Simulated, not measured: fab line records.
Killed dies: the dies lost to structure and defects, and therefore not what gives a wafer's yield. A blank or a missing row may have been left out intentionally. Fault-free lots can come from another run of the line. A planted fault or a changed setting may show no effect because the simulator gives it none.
A single fault, viewed from 2 desks    flow n5_finfet    what lay behind the numbers comes last; until then each desk has only its own

## METROLOGY DESK
What the gauges read, lot by lot, whatever tool the lot ran on: means of the sampled wafers that have a number. Any lot whose mean is over 4 standard deviations away from the usual mean is out of limits and marked OUT; that distance is given in the brackets.
Columns: A = M5_THK at N5_BEOL_M5_THK_MEAS_53, usual 61.1 nm; B = M5_RS at N5_BEOL_M5_RS_MEAS_57, usual 0.394 ohm/sq
lot   first seen here  A     B
L230  day 10 07:32     60.6  0.404
L229  day 10 09:14     61.2  0.390
L244  day 13 19:07     57.3  0.423
L249  day 15 00:32     60.8  0.388
L251  day 15 21:48     60.0  0.402
This desk's finding: nothing out of limits on any of the 5 lots.

## DESK OF THE TOOL OWNER: pecvd-03
The tool's own readings at N5_BEOL_M5_DEP_56 (deposits SiCN from 3MS/NH3, target thk 8 nm, time 14 s): means of the sampled wafers that have a number, for each lot that ran on this tool. Any lot whose mean is over 4 standard deviations away from the usual mean is out of limits and marked OUT; that distance is given in the brackets.
Columns: A = showerhead_plenum_p_Torr at N5_BEOL_M5_DEP_56, usual 3.666 Torr; B = throttle_valve_pct at N5_BEOL_M5_DEP_56, usual 9.1 %
lot   first seen here  A      B
L230  day 10 07:44     3.663  9.3
L244  day 13 19:19     3.670  9.1
This desk's finding: nothing out of limits on any of the 2 lots.

## ALL TOGETHER
At the metrology desk, nothing out of limits was observed.
The tool owner's desk saw nothing out of limits.

## WHAT HAD BEEN PUT IN BY THE SIMULATOR
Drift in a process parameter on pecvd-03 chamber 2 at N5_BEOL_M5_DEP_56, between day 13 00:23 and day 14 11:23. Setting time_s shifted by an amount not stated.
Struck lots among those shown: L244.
